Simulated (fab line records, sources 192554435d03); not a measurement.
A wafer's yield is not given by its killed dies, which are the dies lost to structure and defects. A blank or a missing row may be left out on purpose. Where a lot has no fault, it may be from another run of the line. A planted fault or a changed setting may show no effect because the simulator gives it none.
Chamber matching || flow n5 finfet || N5_FIN_SAQP_STRIP_55 on rie diel-01 has 4 sister chambers
The step strips in N2/H2. 14 wafers are shown with their chamber, then 7 later ones without.

== WAFERS WITH THEIR CHAMBER ==
{"wafer": "L080.2", "chamber": 3, "showerhead plenum p Torr (Torr)": 3.42, "drypump motor current A (A)": 5.0, "throttle valve pct (%)": 19.0}
{"wafer": "L080.5", "chamber": 1, "showerhead plenum p Torr (Torr)": 3.48, "drypump motor current A (A)": 5.3, "throttle valve pct (%)": 18.9}
{"wafer": "L080.6", "chamber": 2, "showerhead plenum p Torr (Torr)": 3.20, "drypump motor current A (A)": 5.9, "throttle valve pct (%)": 19.3}
{"wafer": "L081.1", "chamber": 2, "showerhead plenum p Torr (Torr)": 3.20, "drypump motor current A (A)": 6.0, "throttle valve pct (%)": 19.3}
{"wafer": "L081.3", "chamber": 0, "showerhead plenum p Torr (Torr)": 3.31, "drypump motor current A (A)": 5.5, "throttle valve pct (%)": 19.2}
{"wafer": "L081.6", "chamber": 1, "showerhead plenum p Torr (Torr)": 3.48, "drypump motor current A (A)": 5.3, "throttle valve pct (%)": 18.9}
{"wafer": "L083.1", "chamber": 2, "showerhead plenum p Torr (Torr)": 3.19, "drypump motor current A (A)": 6.0, "throttle valve pct (%)": 19.3}
{"wafer": "L083.4", "chamber": 0, "showerhead plenum p Torr (Torr)": 3.30, "drypump motor current A (A)": 5.5, "throttle valve pct (%)": 19.2}
{"wafer": "L083.5", "chamber": 1, "showerhead plenum p Torr (Torr)": 3.47, "drypump motor current A (A)": 5.2, "throttle valve pct (%)": 18.9}
{"wafer": "L084.1", "chamber": 0, "showerhead plenum p Torr (Torr)": 3.30, "drypump motor current A (A)": 5.5, "throttle valve pct (%)": 19.3}
{"wafer": "L084.5", "chamber": 2, "showerhead plenum p Torr (Torr)": 3.19, "drypump motor current A (A)": 5.9, "throttle valve pct (%)": 19.3}
{"wafer": "L084.6", "chamber": 1, "showerhead plenum p Torr (Torr)": 3.47, "drypump motor current A (A)": 5.2, "throttle valve pct (%)": 18.9}
{"wafer": "L092.4", "chamber": 1, "showerhead plenum p Torr (Torr)": 3.46, "drypump motor current A (A)": 5.3, "throttle valve pct (%)": 18.9}
{"wafer": "L092.5", "chamber": 3, "showerhead plenum p Torr (Torr)": 3.41, "drypump motor current A (A)": 5.0, "throttle valve pct (%)": 18.5}

SIGNATURES (averages over the wafers above)
{"reading": "showerhead plenum p Torr", "chamber 0": 3.3033, "chamber 1": 3.4720, "chamber 2": 3.1950, "chamber 3": 3.4150, "scatter within a chamber": 0.00705}
{"reading": "drypump motor current A", "chamber 0": 5.500, "chamber 1": 5.260, "chamber 2": 5.950, "chamber 3": 5.000, "scatter within a chamber": 0.0469}
{"reading": "throttle valve pct", "chamber 0": 19.233, "chamber 1": 18.900, "chamber 2": 19.300, "chamber 3": 18.750, "scatter within a chamber": 0.115}
Rule: distance of a wafer from a chamber = root of the sum over the readings of ((wafer's reading minus chamber's mean) / reading's scatter) squared. The wafer belongs to the nearest chamber; if the next one is less than 2 further off, it can't be placed. The scatter is the square root of a quotient: the sum, over the shown wafers, of each reading's squared deviation from its chamber's mean, divided by wafers minus chambers.

== WAFERS WHOSE CHAMBER IS MISSING ==
{"wafer": "L092.6", "showerhead plenum p Torr (Torr)": 3.18, "drypump motor current A (A)": 6.0, "throttle valve pct (%)": 19.3}
{"wafer": "L095.1", "showerhead plenum p Torr (Torr)": 3.41, "drypump motor current A (A)": 5.0, "throttle valve pct (%)": 18.5}
{"wafer": "L095.3", "showerhead plenum p Torr (Torr)": 3.29, "drypump motor current A (A)": 5.5, "throttle valve pct (%)": 18.9}
{"wafer": "L095.5", "showerhead plenum p Torr (Torr)": 3.18, "drypump motor current A (A)": 6.0, "throttle valve pct (%)": 19.3}
{"wafer": "L097.1", "showerhead plenum p Torr (Torr)": 3.41, "drypump motor current A (A)": 5.0, "throttle valve pct (%)": 18.5}
{"wafer": "L097.3", "showerhead plenum p Torr (Torr)": 3.18, "drypump motor current A (A)": 6.0, "throttle valve pct (%)": 19.3}
{"wafer": "L097.5", "showerhead plenum p Torr (Torr)": 3.29, "drypump motor current A (A)": 5.5, "throttle valve pct (%)": 18.9}

== EACH ONE'S CHAMBER ==
{"wafer": "L092.6", "from the rows above": 2, "in truth": 2}
{"wafer": "L095.1", "from the rows above": 3, "in truth": 3}
{"wafer": "L095.3", "from the rows above": 0, "in truth": 0}
{"wafer": "L095.5", "from the rows above": 2, "in truth": 2}
{"wafer": "L097.1", "from the rows above": 3, "in truth": 3}
{"wafer": "L097.3", "from the rows above": 2, "in truth": 2}
{"wafer": "L097.5", "from the rows above": 0, "in truth": 0}
Correctly placed: 7 of 7. From these rows, 0 cannot be placed. Number placed wrongly: 0.
